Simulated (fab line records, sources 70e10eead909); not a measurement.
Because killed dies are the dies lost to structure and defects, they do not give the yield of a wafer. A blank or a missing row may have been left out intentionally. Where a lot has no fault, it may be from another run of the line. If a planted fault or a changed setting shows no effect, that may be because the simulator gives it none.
Matching of chambers | flow nand harc | ald hk-03 running NHARC_A_STAIRCASE_ALD_415: 4 sister chambers
The step deposits SiO2, target thk 30 nm, pulse time 6 s, ald cycles 300. 22 wafers are shown with their chamber, then 11 later ones without.

WAFERS PAIRED WITH THEIR CHAMBERS
wafer  | chamber | heater power w (W) | precursor pulse height rel
L075.1 | 3       | 498                | 0.984
L075.2 | 1       | 432                | 0.982
L075.5 | 1       | 428                | 1.042
L078.1 | 1       | 428                | 1.013
L078.2 | 3       | 507                | 0.997
L078.3 | 0       | 398                | 0.997
L085.1 | 0       | 395                | 0.994
L085.3 | 2       | 407                | 1.028
L085.5 | 1       | 439                | 1.008
L088.1 | 1       | 425                | 1.002
L088.3 | 2       | 405                | 1.001
L088.4 | 0       | 402                | 1.020
L088.2 | 3       | 484                | 1.000
L088.5 | 3       | 481                | 0.964
L088.6 | 2       | 414                | 0.975
L089.3 | 1       | 440                | 0.979
L089.4 | 3       | 485                | 1.002
L089.5 | 2       | 416                | 0.983
L091.1 | 2       | 417                | 1.015
L091.2 | 1       | 432                | 1.012
L091.3 | 3       | 491                | 1.006
L092.1 | 1       | 426                | 1.030

SIGNATURES (averages over the wafers above)
reading                    | chamber 0 | chamber 1 | chamber 2 | chamber 3 | scatter within a chamber
heater power w             | 398.33    | 431.25    | 411.80    | 491.00    | 6.91
precursor pulse height rel | 1.00367   | 1.00850   | 1.00040   | 0.99217   | 0.0194
Rule: for each reading, subtract the chamber's mean from the wafer's reading, divide by that reading's scatter and square the result; add these up over the readings and take the root, which gives the wafer's distance from the chamber. The wafer belongs to the nearest chamber; if the next one is less than 2 further off, it can't be placed. The scatter: the root of (the sum of the squares of (reading less its chamber's mean) over the shown wafers, divided by (wafers less chambers)).

WAFERS WITH NO CHAMBER GIVEN
wafer  | heater power w (W) | precursor pulse height rel
L092.4 | 388                | 0.998
L092.5 | 427                | 0.992
L096.1 | 414                | 0.985
L096.3 | 483                | 0.992
L096.4 | 426                | 1.024
L096.2 | 392                | 0.981
L096.5 | 486                | 0.972
L096.6 | 415                | 0.998
L097.1 | 391                | 1.004
L097.4 | 415                | 1.021
L097.5 | 411                | 1.018

WHICH CHAMBER EACH WENT THROUGH
wafer  | from the rows above          | in truth
L092.4 | can't be placed: 0 or 2      | 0
L092.5 | can't be placed: 1 or 2      | 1
L096.1 | can't be placed: 2 or 0 or 1 | 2
L096.3 | 3                            | 3
L096.4 | can't be placed: 1 or 2      | 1
L096.2 | can't be placed: 0 or 2      | 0
L096.5 | 3                            | 3
L096.6 | can't be placed: 2 or 1 or 0 | 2
L097.1 | can't be placed: 0 or 2      | 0
L097.4 | can't be placed: 2 or 1 or 0 | 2
L097.5 | can't be placed: 2 or 0      | 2
Placed correctly: 2 of 11. From these rows, 9 cannot be placed; in 9 the true chamber is one of the candidates. Number placed wrongly: 0.
